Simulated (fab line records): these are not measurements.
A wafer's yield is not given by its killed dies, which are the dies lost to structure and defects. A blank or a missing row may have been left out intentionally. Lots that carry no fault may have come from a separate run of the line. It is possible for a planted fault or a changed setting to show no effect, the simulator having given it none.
Chamber matching | flow n5_finfet | N5_HKMG_FIN_ETCH_32 on rie_diel-03 has 3 sister chambers
The step etches SOC in N2/H2, target depth 240 nm, time 300 s. 14 wafers are shown with their chamber, then 5 later ones without.

== EACH WAFER AND ITS CHAMBER ==
wafer  | chamber | drypump_motor_current_A (A) | throttle_valve_pct (%) | oes_product_au (a.u.)
L086.3 | 1       | 6.2                         | 17.51                  | 0.90
L086.4 | 3       | 6.0                         | 17.70                  | 0.76
L086.5 | 2       | 5.6                         | 17.27                  | 0.87
L088.2 | 3       | 6.0                         | 17.70                  | 0.76
L088.4 | 2       | 5.6                         | 17.29                  | 0.87
L088.5 | 1       | 6.1                         | 17.54                  | 0.89
L092.1 | 2       | 5.6                         | 17.30                  | 0.87
L092.2 | 3       | 6.0                         | 17.70                  | 0.76
L092.3 | 1       | 6.2                         | 17.54                  | 0.87
L093.2 | 2       | 5.6                         | 17.31                  | 0.86
L093.3 | 3       | 6.0                         | 17.73                  | 0.76
L093.4 | 1       | 6.2                         | 17.56                  | 0.87
L095.2 | 1       | 6.1                         | 17.55                  | 0.86
L095.3 | 2       | 5.6                         | 17.31                  | 0.85

SIGNATURES (means of the wafers above)
reading                 | chamber 1 | chamber 2 | chamber 3 | scatter within a chamber
drypump_motor_current_A | 6.160     | 5.600     | 6.000     | 0.033
throttle_valve_pct      | 17.5400   | 17.2960   | 17.7075   | 0.017
oes_product_au          | 0.8780    | 0.8640    | 0.7600    | 0.0113
Rule: a wafer's distance from a chamber is the root of the sum, over the readings, of the square of ((its reading less the chamber's mean) divided by the reading's scatter). The wafer belongs to the nearest chamber; if the next one is less than 2 further off, it can't be placed. The scatter: the root of (the sum of the squares of (reading less its chamber's mean) over the shown wafers, divided by (wafers less chambers)).

== WAFERS MISSING THEIR CHAMBER ==
wafer  | drypump_motor_current_A (A) | throttle_valve_pct (%) | oes_product_au (a.u.)
L097.2 | 6.0                         | 17.73                  | 0.74
L097.4 | 5.6                         | 17.32                  | 0.84
L097.5 | 6.2                         | 17.58                  | 0.87
L096.1 | 5.6                         | 17.34                  | 0.84
L096.2 | 6.0                         | 17.74                  | 0.74

== WHICH CHAMBER EACH WENT THROUGH ==
wafer  | from the rows above | in truth
L097.2 | 3                   | 3
L097.4 | 2                   | 2
L097.5 | 1                   | 1
L096.1 | 2                   | 2
L096.2 | 3                   | 3
Placed correctly: 5 of 5. Can't be placed from these rows: 0. Placed wrongly: 0.
